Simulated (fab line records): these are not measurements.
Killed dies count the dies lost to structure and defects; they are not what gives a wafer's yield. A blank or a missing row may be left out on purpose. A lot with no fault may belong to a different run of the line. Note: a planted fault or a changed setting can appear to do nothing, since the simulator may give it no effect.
fab line records    flow n5_finfet    part 2 of 2: steps 23 to 29 of 29
record: lots: 5  wafers: 15  last_day: 18
route steps=1938 shown BEOL_M15@1787
lots that met no fault: from a run of the same line without faults
start_h: start of the lot's first displayed wafer, in hours after the record's first day    wait_h: hours from the lot's prior step to this one    " identical to the entry in the row above    L1.1+2: several wafers, shown together as one row    - value missing, or start not given    * or withheld: withheld    < > ~ a bound
route shown NAME@n: a module of which the file shows steps, and the number in the route of the first    usual: mean/standard deviation of fault-free wafers    same: alike in all rows    chamber/n: place in a boat    sites: per-site readings    _std_site: how widely they spread, as a standard deviation    _edge_site: mean of outer sites minus mean of inner sites    radius_mm: how far each site lies from the wafer's centre    mask NAME#n: copy n    behind: the last tool/chamber to shape the wafer    hold: cause of the lot's hold/its duration in hours/its outcome    device: transistor that didn't switch, given as n, p or np    end of line: the tests these same wafers got at the end of their route    step lacking rows: just its recipe    killed: at the first sort, the dies lost to defects and structure; wafer yield is something else    map: the dies of a wafer, with x for killed, . for not killed, _ for no die there
set.NAME: the setting that was run; set.NAME@STEP: the one run at that earlier step    model.NAME: the simulator's own value behind a step, which no gauge read
lots at selected steps of the route; one table per step, one row per wafer
services: the hour from which a tool's chamber was out of use, counted from the record's first day as start_h (under 0 if before that day), plus the number of hours and why
== steps ==
step: N5_BEOL_M15_TRENCH_ETCH_34
recipe: chemistry: C4F8/O2/Ar  target: SiO2  target_depth_a: 8729.3  he_inner_torr: 15  he_outer_torr: 30  time_s: 199  ion_energy_ev: 800  pressure_mtorr: 20  source_w: 1905  bias_w: 2040  Ar_flow_sccm: 400  C4F8_flow_sccm: 16  O2_flow_sccm: 12
usual: drypump_motor_current_A: 5.5/0.46  oes_product_au: 0.80/0.076  rf_vpp_V: 2234/49  showerhead_plenum_p_Torr: 3.44/0.11  throttle_valve_pct: 30.9/0.41
lot.wafer  tool         chamber  start_h  wait_h  drypump_motor_current_A  oes_product_au  rf_hours_counter_h  rf_vpp_V  showerhead_plenum_p_Torr  throttle_valve_pct
L076.1     rie_diel-04  1        288.50   0.0     5.7                      0.76            177                 2260      3.41                      30.9
L076.2     "            0        "        "       5.3                      0.87            53                  2264      3.50                      31.2
L076.3     "            3        "        "       6.5                      0.73            182                 2200      3.42                      31.3
L082.1     rie_diel-03  0        333.28   0.0     5.0                      0.87            55                  2191      3.62                      30.8
L082.4     "            2        "        "       5.1                      0.78            136                 2192      3.47                      31.0
L082.5     "            1        "        "       5.6                      0.70            -                   2246      3.37                      30.9
L087.3     rie_diel-01  2        366.49   0.0     5.5                      0.82            90                  2319      3.31                      30.6
L087.5     "            3        "        "       5.6                      0.85            -                   2177      3.51                      30.7
L087.6     "            0        "        "       5.3                      0.86            -                   2296      3.57                      30.6
L092.1     rie_diel-01  3        399.50   0.0     5.6                      0.84            73                  2178      3.50                      30.7
L092.3     "            2        "        "       5.5                      0.81            98                  2319      3.30                      30.6
L092.5     "            0        "        "       5.3                      0.84            -                   2296      3.56                      30.6
L094.1     rie_diel-03  0        410.71   0.0     5.0                      0.85            77                  2192      3.60                      30.9
L094.4     "            2        "        "       5.1                      0.77            -                   2191      3.45                      31.0
L094.6     "            0        "        "       5.0                      0.85            -                   2192      3.60                      30.9
step: N5_BEOL_M15_STRIP_36
recipe: chemistry: O2  power_w: 600  temp_c: 60  pressure_mtorr: 30  rf_frequency_hz: 6e+07  bias_power_w: 0  overash_fraction: 0.3  o2_flow_sccm: 225
usual: drypump_motor_current_A: 5.5/0.44  oes_product_au: 0.80/0.075  rf_vpp_V: 3.6/1  showerhead_plenum_p_Torr: 2.10/0.078  throttle_valve_pct: 16.69/0.22
lot.wafer  tool         chamber  start_h  wait_h  drypump_motor_current_A  oes_product_au  rf_hours_counter_h  rf_vpp_V  showerhead_plenum_p_Torr  throttle_valve_pct
L076.1     rie_diel-04  1        289.76   1.1     5.7                      0.76            178                 4.4       2.09                      16.80
L076.2     "            0        "        "       5.3                      0.85            53                  3.5       2.10                      16.56
L076.3     "            2        "        "       4.7                      0.68            250                 3.1       1.97                      16.74
L082.1     rie_diel-03  3        333.58   0.1     6.2                      0.80            81                  3.3       2.03                      16.73
L082.4     "            0        "        "       5.0                      0.88            55                  1.7       2.21                      16.46
L082.5     "            1        "        "       5.6                      0.71            -                   3.1       2.08                      17.06
L087.3     rie_diel-01  0        368.87   2.2     5.4                      0.87            59                  5.3       2.22                      16.67
L087.5     "            2        "        "       5.4                      0.84            -                   4.3       2.03                      16.56
L087.6     "            3        "        "       5.6                      0.84            -                   4.6       2.15                      16.45
L092.1     rie_diel-04  1        399.97   0.3     5.7                      0.74            205                 3.7       2.08                      16.87
L092.3     "            0        "        "       5.3                      0.83            86                  4.0       2.08                      16.62
L092.5     "            1        "        "       5.6                      0.74            -                   1.8       2.08                      16.89
L094.1     rie_diel-03  3        411.95   1.0     6.2                      0.77            103                 3.2       2.02                      16.75
L094.4     "            3        "        "       6.2                      0.77            -                   4.2       2.02                      16.77
L094.6     "            0        "        "       5.0                      0.84            -                   3.6       2.20                      16.49
step: N5_BEOL_M15_STRIP_62
recipe: chemistry: O2  power_w: 600  temp_c: 60  pressure_mtorr: 30  rf_frequency_hz: 6e+07  bias_power_w: 0  overash_fraction: 0.3  o2_flow_sccm: 225
usual: drypump_motor_current_A: 5.5/0.45  oes_product_au: 0.80/0.075  rf_vpp_V: 3.7/0.51  showerhead_plenum_p_Torr: 2.10/0.077  throttle_valve_pct: 16.69/0.22
lot.wafer  tool         chamber  start_h  wait_h  drypump_motor_current_A  oes_product_au  rf_hours_counter_h  rf_vpp_V  showerhead_plenum_p_Torr  throttle_valve_pct
L076.1     rie_diel-04  1        -        -       5.7                      0.77            178                 2.6       2.09                      16.81
L076.2     "            0        "        "       5.3                      0.87            53                  4.0       2.10                      16.56
L076.3     "            2        "        "       4.7                      0.68            250                 2.7       1.97                      16.75
L082.1     rie_diel-03  3        -        -       6.2                      0.80            81                  3.4       2.03                      16.71
L082.4     "            0        "        "       5.0                      0.87            55                  3.7       2.21                      16.43
L082.5     "            1        "        "       5.6                      0.70            -                   2.7       2.08                      17.05
L087.3     rie_diel-01  0        -        -       5.3                      0.87            59                  3.7       2.22                      16.70
L087.5     "            2        "        "       5.5                      0.82            -                   4.6       2.03                      16.54
L087.6     "            3        "        "       5.6                      0.84            -                   3.6       2.15                      16.43
L092.1     rie_diel-04  1        -        -       5.6                      0.74            205                 3.5       2.08                      16.88
L092.3     "            0        "        "       5.3                      0.82            86                  4.6       2.08                      16.62
L092.5     "            1        "        "       5.6                      0.75            -                   3.4       2.08                      16.88
L094.1     rie_diel-03  3        -        -       6.2                      0.77            103                 4.7       2.02                      16.76
L094.4     "            3        "        "       6.2                      0.77            -                   3.2       2.02                      16.76
L094.6     "            0        "        "       5.0                      0.85            -                   3.7       2.20                      16.47
step: N5_BEOL_M15_STRIP_37
recipe: chemistry: O2  power_w: 600  temp_c: 60  pressure_mtorr: 30  rf_frequency_hz: 6e+07  bias_power_w: 0  overash_fraction: 0.3  o2_flow_sccm: 225
usual: drypump_motor_current_A: 5.5/0.45  oes_product_au: 0.80/0.075  rf_vpp_V: 3.6/0.62  showerhead_plenum_p_Torr: 2.10/0.078  throttle_valve_pct: 16.69/0.22
lot.wafer  tool         chamber  start_h  wait_h  drypump_motor_current_A  oes_product_au  rf_hours_counter_h  rf_vpp_V  showerhead_plenum_p_Torr  throttle_valve_pct
L076.1     rie_diel-04  1        -        -       5.7                      0.77            178                 3.2       2.09                      16.83
L076.2     "            0        "        "       5.2                      0.86            53                  3.7       2.10                      16.57
L076.3     "            2        "        "       4.7                      0.68            250                 3.6       1.97                      16.74
L082.1     rie_diel-03  3        -        -       6.2                      0.80            81                  3.0       2.03                      16.72
L082.4     "            0        "        "       5.0                      0.87            55                  2.7       2.21                      16.44
L082.5     "            1        "        "       5.6                      0.70            -                   3.1       2.08                      17.05
L087.3     rie_diel-01  0        -        -       5.4                      0.86            59                  3.8       2.22                      16.70
L087.5     "            2        "        "       5.4                      0.84            -                   3.3       2.03                      16.53
L087.6     "            3        "        "       5.6                      0.84            -                   3.5       2.15                      16.41
L092.1     rie_diel-04  1        -        -       5.6                      0.74            205                 3.0       2.08                      16.86
L092.3     "            0        "        "       5.3                      0.81            86                  4.4       2.08                      16.63
L092.5     "            1        "        "       5.7                      0.74            -                   4.5       2.08                      16.88
L094.1     rie_diel-03  3        -        -       6.2                      0.76            103                 3.5       2.02                      16.75
L094.4     "            3        "        "       6.2                      0.75            -                   3.0       2.02                      16.75
L094.6     "            0        "        "       5.0                      0.85            -                   4.1       2.20                      16.48
step: N5_BEOL_M15_ETCH_38
recipe: chemistry: CF4/N2  target: SiCN  target_depth_a: 1064  taper_deg: 2  time_s: 120.5  ion_energy_ev: 150  mask_material: SiO2  pressure_mtorr: 40  source_w: 430  bias_w: 70  Ar_flow_sccm: 100  cf4_flow_sccm: 60  n2_flow_sccm: 60
usual: cf4_flow_sccm: 60.04/0.16  drypump_motor_current_A: 5.5/0.44  oes_product_au: 0.80/0.077  rf_vpp_V: 382.4/2.1  showerhead_plenum_p_Torr: 2.21/0.072  throttle_valve_pct: 15.47/0.25
lot.wafer  tool         chamber  start_h  wait_h  cf4_flow_sccm  drypump_motor_current_A  oes_product_au  rf_hours_counter_h  rf_vpp_V  showerhead_plenum_p_Torr  throttle_valve_pct
L076.1     rie_diel-04  1        -        -       59.86          5.7                      0.75            178                 382.3     2.19                      15.55
L076.2     "            0        "        "       59.93          5.3                      0.87            53                  382.0     2.24                      15.48
L076.3     "            2        "        "       59.91          4.7                      0.67            250                 378.4     2.06                      15.42
L082.1     rie_diel-03  3        -        -       59.93          6.2                      0.80            81                  381.3     2.16                      15.54
L082.4     "            0        "        "       60.19          5.0                      0.87            55                  387.0     2.32                      15.21
L082.5     "            1        "        "       60.20          5.6                      0.71            -                   381.0     2.17                      15.72
L087.3     rie_diel-01  0        -        -       60.00          5.3                      0.86            59                  385.6     2.31                      15.37
L087.5     "            2        "        "       60.25          5.5                      0.82            -                   380.0     2.12                      15.21
L087.6     "            3        "        "       60.01          5.6                      0.87            -                   383.5     2.25                      15.15
L092.1     rie_diel-04  1        -        -       60.24          5.6                      0.73            206                 381.1     2.18                      15.59
L092.3     "            0        "        "       60.09          5.3                      0.83            86                  383.0     2.23                      15.54
L092.5     "            1        "        "       60.07          5.7                      0.73            -                   382.0     2.18                      15.57
L094.1     rie_diel-03  3        -        -       60.17          6.2                      0.76            103                 380.0     2.15                      15.59
L094.4     "            3        "        "       60.01          6.2                      0.77            -                   379.9     2.15                      15.61
L094.6     "            0        "        "       60.06          5.0                      0.85            -                   385.5     2.31                      15.26
step: N5_BEOL_M15_PRECLEAN_39
recipe: chemistry: residue_remover  time_s: 60  temp_c: 40
usual: bath_guard_temp_C: 40.1/0.52
lot.wafer  tool          chamber  start_h  wait_h  bath_guard_temp_C
L076.1     wet_bench-05  3        290.04   -       40.6
L076.2     "             2        "        "       39.9
L076.3     "             0        "        "       40.1
L082.1     wet_bench-03  5        333.85   -       40.2
L082.4     "             4        "        "       40.2
L082.5     "             2        "        "       40.8
L087.3     wet_bench-03  2        369.14   -       41.0
L087.5     "             7        "        "       40.3
L087.6     "             1        "        "       39.6
L092.1     wet_bench-01  7        400.25   -       39.9
L092.3     "             5        "        "       39.9
L092.5     "             6        "        "       39.2
L094.1     wet_bench-03  5        412.22   -       40.7
L094.4     "             3        "        "       39.6
L094.6     "             2        "        "       41.0
step: N5_BEOL_M15_SRD_40
recipe: time_s: 30  temp_c: 23  rinse_liquid: diw  dry: n2_spin  spin_rpm: 1500  dry_time_s: 30
lot.wafer   tool          chamber  start_h  wait_h
L076.1+2+3  wet_bench-05  3,2,0    290.06   0.0
L082.1+4+5  wet_bench-03  5,4,2    333.87   0.0
L087.3+5+6  wet_bench-03  2,7,1    369.16   0.0
L092.1+3+5  wet_bench-01  7,5,6    400.27   0.0
L094.1+4+6  wet_bench-03  5,3,2    412.24   0.0
== services ==
tool            chamber  start_h  hours  kind
rie_diel-03     -        274.37   14.6   pm
krf_scanner-01  -        275.03   0.8    pm
krf_scanner-02  -        279.33   0.8    pm
rie_diel-04     2        292.60   -      clean
rie_diel-04     2        292.60   -      consumable_replace:focus_ring
rie_diel-04     2        292.60   -      consumable_replace:showerhead
rie_diel-04     2        292.60   22.2   scheduled_down
rie_diel-04     2        292.60   22.2   vent_cycle
wet_bench-05    -        302.14   1.5    repair
rie_diel-03     -        302.43   0.1    repair
rie_diel-04     -        305.71   4.3    pm
rie_diel-01     -        311.69   0.4    repair
krf_scanner-01  -        326.26   1.0    pm
krf_scanner-01  -        347.07   0.5    repair
krf_scanner-02  -        349.82   1.0    pm
krf_scanner-01  -        362.56   4.1    repair
rie_diel-04     1        386.02   8.0    repair
krf_scanner-02  -        387.84   1.2    repair
krf_scanner-02  -        398.68   0.2    repair
krf_scanner-02  -        399.07   1.3    pm
rie_diel-03     1        408.68   -      clean
rie_diel-03     1        408.68   -      consumable_replace:focus_ring
rie_diel-03     1        408.68   12.4   scheduled_down
rie_diel-03     1        408.68   12.4   vent_cycle
